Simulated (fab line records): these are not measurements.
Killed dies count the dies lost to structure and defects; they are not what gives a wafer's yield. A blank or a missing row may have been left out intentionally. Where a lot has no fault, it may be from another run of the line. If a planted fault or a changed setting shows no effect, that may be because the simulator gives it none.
Matching of chambers    flow n5Finfet    aldMetal-01 running N5_HKMG_FIN_NWFM_ALD_20: 4 sister chambers
The step deposits TiAlC, target thk 2 nm, pulse time 3 s, purge time 2 s. 18 wafers are shown with their chamber, then 9 later ones without.

== WAFERS, EACH WITH ITS CHAMBER ==
wafer   chamber  heaterPowerW (W)  precursorPulseHeightRel
L074.1  0        482               1.022
L074.2  3        457               1.004
L074.3  2        579               1.018
L076.3  0        469               1.009
L076.4  3        448               1.023
L076.5  3        468               0.988
L080.2  3        457               1.036
L080.4  3        464               1.003
L080.5  1        529               0.984
L081.2  2        577               0.989
L081.3  1        534               0.960
L081.5  2        574               1.009
L084.1  1        536               0.964
L084.4  2        559               1.005
L084.6  1        537               0.951
L089.2  2        567               0.983
L089.4  0        474               1.017
L089.5  0        470               0.984

SIGNATURES (means of the wafers above)
reading                  chamber 0  chamber 1  chamber 2  chamber 3  scatter within a chamber
heaterPowerW             473.75     534.00     571.20     458.80     6.79
precursorPulseHeightRel  1.00800    0.96475    1.00080    1.01080    0.0162
Rule: for a wafer and a chamber, the distance is found by dividing, reading by reading, the gap between the wafer's reading and the chamber's mean by the reading's scatter, squaring, summing and taking the root. The wafer belongs to the nearest chamber; if the next one is less than 2 further off, it can't be placed. The scatter: take each reading less its chamber's mean, square it, sum over the shown wafers, divide by the number of wafers less the number of chambers, and take the root.

== WAFERS WITH NO CHAMBER GIVEN ==
wafer   heaterPowerW (W)  precursorPulseHeightRel
L091.1  487               1.009
L091.5  452               1.003
L091.6  575               1.010
L092.1  458               0.981
L092.3  584               1.006
L092.4  473               1.016
L097.2  459               0.964
L097.5  477               1.016
L097.6  534               1.025

== CHAMBER TAKEN BY EACH ==
wafer   from the rows above      in truth
L091.1  0                        0
L091.5  3                        3
L091.6  2                        2
L092.1  can't be placed: 3 or 0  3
L092.3  2                        2
L092.4  can't be placed: 0 or 3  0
L097.2  can't be placed: 3 or 0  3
L097.5  0                        0
L097.6  can't be placed: 1 or 2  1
Correctly placed: 5 of 9. Can't be placed from these rows: 4 (the true chamber is among the candidates in 4). Wrongly placed: 0.
